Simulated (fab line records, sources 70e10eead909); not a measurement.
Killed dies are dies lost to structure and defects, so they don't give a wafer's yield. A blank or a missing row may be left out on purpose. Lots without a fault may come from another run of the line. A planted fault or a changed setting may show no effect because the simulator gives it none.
Which tool did it? | flow nand_harc | 24 lots, 72 wafers sampled, at 4 steps of a route of 1302

WHAT THE GAUGES READ, wafer by wafer
NHARC_A_CONTACT_CD_MEAS_08: target cd 200 nm.
lot  | measured     | on        | cd_nm (nm)
L074 | day 22 04:20 | cd_sem-02 | 200.3 200.1 199.7
L076 | day 22 20:59 | cd_sem-01 | 199.8 199.6 199.7
L077 | day 23 00:01 | cd_sem-02 | 200.4 200.7 201.0
L078 | day 23 18:05 | cd_sem-01 | 200.2 199.9 200.3
L079 | day 24 04:07 | cd_sem-01 | 200.1 200.1 200.3
L081 | day 25 08:44 | cd_sem-01 | 199.6 200.4 199.9
L075 | day 25 12:29 | cd_sem-03 | 200.1 200.4 199.7
L080 | day 25 14:52 | cd_sem-01 | 199.8 199.6 200.2
L082 | day 26 00:02 | cd_sem-03 | 200.2 199.7 199.9
L083 | day 26 03:31 | cd_sem-03 | 200.2 199.9 200.6
L084 | day 26 04:04 | cd_sem-03 | 200.0 199.2 200.0
L085 | day 27 00:58 | cd_sem-01 | 199.7 200.6 200.1
L086 | day 27 11:14 | cd_sem-01 | 200.5 199.6 200.2
L087 | day 28 01:49 | cd_sem-01 | 199.6 199.4 199.4
L090 | day 28 07:31 | cd_sem-01 | 200.6 200.8 200.9
L089 | day 28 08:27 | cd_sem-01 | 200.5 199.4 199.4
L088 | day 28 19:13 | cd_sem-03 | 199.8 199.8 199.7
L092 | day 28 20:57 | cd_sem-03 | 200.5 199.7 200.1
L091 | day 29 00:31 | cd_sem-01 | 201.9 200.2 200.3
L093 | day 29 20:59 | cd_sem-02 | 200.6 201.1 201.4
L095 | day 31 05:35 | cd_sem-03 | 200.8 200.5 200.3
L096 | day 31 08:26 | cd_sem-02 | 200.2 200.5 200.2
L094 | day 31 12:19 | cd_sem-02 | 199.5 199.2 200.3
L097 | day 31 16:08 | cd_sem-01 | 200.6 200.5 200.1

WHICH TOOL RAN EACH LOT (tool, then ch and the chambers of the sampled wafers, then the start)
lot  | NHARC_A_CONTACT_ETCH_124             | NHARC_A_CONTACT_ETCH_128             | NHARC_A_CONTACT_ETCH_132
L074 | har_cap_etch-02 ch 0,1, day 21 22:26 | har_cap_etch-02 ch 0,1, day 21 23:10 | har_cap_etch-02 ch 0,1, day 21 23:53
L076 | har_cap_etch-01 ch 0,1, day 22 14:49 | har_cap_etch-01 ch 0,1, day 22 15:32 | har_cap_etch-01 ch 0,1, day 22 16:14
L077 | har_cap_etch-03 ch 0,1, day 22 17:23 | har_cap_etch-03 ch 0,1, day 22 18:07 | har_cap_etch-03 ch 0,1, day 22 18:50
L078 | har_cap_etch-02 ch 0,1, day 23 09:48 | har_cap_etch-02 ch 0,1, day 23 10:32 | har_cap_etch-02 ch 0,1, day 23 11:14
L079 | har_cap_etch-02 ch 0,1, day 23 22:07 | har_cap_etch-02 ch 0,1, day 23 22:50 | har_cap_etch-02 ch 0,1, day 23 23:32
L081 | har_cap_etch-02 ch 0,1, day 24 21:59 | har_cap_etch-02 ch 0,1, day 24 22:43 | har_cap_etch-02 ch 0,1, day 24 23:25
L075 | har_cap_etch-02 ch 0,1, day 25 02:01 | har_cap_etch-02 ch 0,1, day 25 02:44 | har_cap_etch-02 ch 0,1, day 25 03:27
L080 | har_cap_etch-01 ch 0,1, day 25 06:46 | har_cap_etch-01 ch 0,1, day 25 07:29 | har_cap_etch-01 ch 0,1, day 25 08:12
L082 | har_cap_etch-01 ch 0,1, day 25 13:46 | har_cap_etch-01 ch 0,1, day 25 14:30 | har_cap_etch-01 ch 0,1, day 25 15:13
L083 | har_cap_etch-01 ch 0,1, day 25 20:30 | har_cap_etch-01 ch 0,1, day 25 21:14 | har_cap_etch-01 ch 0,1, day 25 21:56
L084 | har_cap_etch-03 ch 0,1, day 25 21:20 | har_cap_etch-03 ch 0,1, day 25 22:04 | har_cap_etch-03 ch 0,1, day 25 22:46
L085 | har_cap_etch-03 ch 0,1, day 26 18:39 | har_cap_etch-03 ch 0,1, day 26 19:23 | har_cap_etch-03 ch 0,1, day 26 20:05
L086 | har_cap_etch-02 ch 0,1, day 27 01:37 | har_cap_etch-02 ch 0,1, day 27 03:20 | har_cap_etch-02 ch 0,1, day 27 05:02
L087 | har_cap_etch-01 ch 0,1, day 27 18:57 | har_cap_etch-01 ch 0,1, day 27 19:41 | har_cap_etch-01 ch 0,1, day 27 20:23
L090 | har_cap_etch-03 ch 0,1, day 28 01:29 | har_cap_etch-03 ch 0,1, day 28 02:13 | har_cap_etch-03 ch 0,1, day 28 02:56
L089 | har_cap_etch-01 ch 0,1, day 28 01:50 | har_cap_etch-01 ch 0,1, day 28 02:33 | har_cap_etch-01 ch 0,1, day 28 03:16
L088 | har_cap_etch-02 ch 0,1, day 28 09:53 | har_cap_etch-02 ch 0,1, day 28 10:37 | har_cap_etch-02 ch 0,1, day 28 11:19
L092 | har_cap_etch-03 ch 0,1, day 28 14:21 | har_cap_etch-03 ch 0,1, day 28 15:05 | har_cap_etch-03 ch 0,1, day 28 15:47
L091 | har_cap_etch-01 ch 0,1, day 28 16:24 | har_cap_etch-01 ch 0,1, day 28 17:22 | har_cap_etch-01 ch 0,1, day 28 18:19
L093 | har_cap_etch-03 ch 0,1, day 29 15:01 | har_cap_etch-03 ch 0,1, day 29 15:44 | har_cap_etch-03 ch 0,1, day 29 16:27
L095 | har_cap_etch-03 ch 0,1, day 30 22:07 | har_cap_etch-03 ch 0,1, day 30 22:52 | har_cap_etch-03 ch 0,1, day 30 23:33
L096 | har_cap_etch-01 ch 0,1, day 31 01:25 | har_cap_etch-01 ch 0,1, day 31 02:09 | har_cap_etch-01 ch 0,1, day 31 02:52
L094 | har_cap_etch-03 ch 0,1, day 31 06:19 | har_cap_etch-03 ch 0,1, day 31 07:02 | har_cap_etch-03 ch 0,1, day 31 07:44
L097 | har_cap_etch-01 ch 1, day 31 09:15   | har_cap_etch-01 ch 1, day 31 10:26   | har_cap_etch-01 ch 1, day 31 11:08
- NHARC_A_CONTACT_ETCH_124: etches the open film in C4F8/O2/Ar, time 140 s, target depth 700 nm.
- NHARC_A_CONTACT_ETCH_128: etches the open film in C4F8/O2/Ar, time 197 s, target depth 1918 nm.
- NHARC_A_CONTACT_ETCH_132: etches the open film in C4F8/O2/Ar, time 197 s, target depth 1924 nm.

WHAT THE TOOLS THEMSELVES READ (means of the sampled wafers that have a number; where no wafer has one, the mark that the record gives instead)
The record holds no such reading with a usual standard deviation.

THE ANSWER, worked out from the rows above alone
Rule: what is usual is taken from the lots themselves. Put in order of their means at a reading, lots are off if they are a third of the lots or fewer, leave a main group of 4 or more, and stand apart from it by a gap of 3 or more times the standard deviation of the main group's means; of several such gaps the widest counts. A main group whose means are all the same, to the digits that the tables above print for the reading, isn't used. A lot without any number at a reading at which 4 lots or more have one is off too. The other lots that the step has rows for count as sound. The gauges are gone through in route order, then the tools' own readings, and for those a lot's mean is taken as printed above. The first step at which some lot is off is used, and at that step the reading that is off furthest; a lot without a number counts as furthest.
No lot is off at any reading shown: from this, nothing can be told.

WHAT THE SIMULATOR HAD PUT IN
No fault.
